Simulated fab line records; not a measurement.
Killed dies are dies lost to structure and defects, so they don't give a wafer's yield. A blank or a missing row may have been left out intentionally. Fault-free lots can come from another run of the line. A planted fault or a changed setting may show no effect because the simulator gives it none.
Matching of chambers	flow nand-harc	NHARC_A_DECK1_JOINT_CMP_13 on cmp-04: 4 sister chambers
The step polishes, target thk 51.023 nm. 4 wafers are shown with their chamber, then 7 later ones without.

WAFERS WITH THEIR CHAMBER
wafer	chamber	motor-current-A (A)
L083.6	3	13.2
L086.1	2	11.8
L091.1	1	10.6
L091.4	0	12.5

WAFERS WITHOUT THEIR CHAMBER
wafer	motor-current-A (A)
L091.5	13.6
L093.1	10.9
L093.4	13.0
L093.5	13.0
L096.1	10.8
L096.2	12.0
L096.5	10.6

WHICH CHAMBER EACH ONE RAN IN
wafer	from the rows above	in truth
L091.5	3	3
L093.1	1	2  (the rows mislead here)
L093.4	can't be placed: 3 or 0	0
L093.5	can't be placed: 3 or 0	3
L096.1	1	1
L096.2	can't be placed: 2 or 0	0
L096.5	1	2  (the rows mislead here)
Correct placement for 2 of the 7. These rows do not allow placing 3 (true chamber among the candidates in 3). Wrongly placed: 2.
How it was worked out, from the rows above alone: a wafer's distance from a chamber is the root of the sum, over the readings, of the square of ((its reading less the chamber's mean) divided by the reading's scatter). The wafer belongs to the nearest chamber; if the next one is less than 2 further off, it can't be placed. A chamber's mean is the mean of its shown wafers. The scatter: root of mean squared gap, hidden wafer to nearest shown wafer, with one shown wafer a chamber.
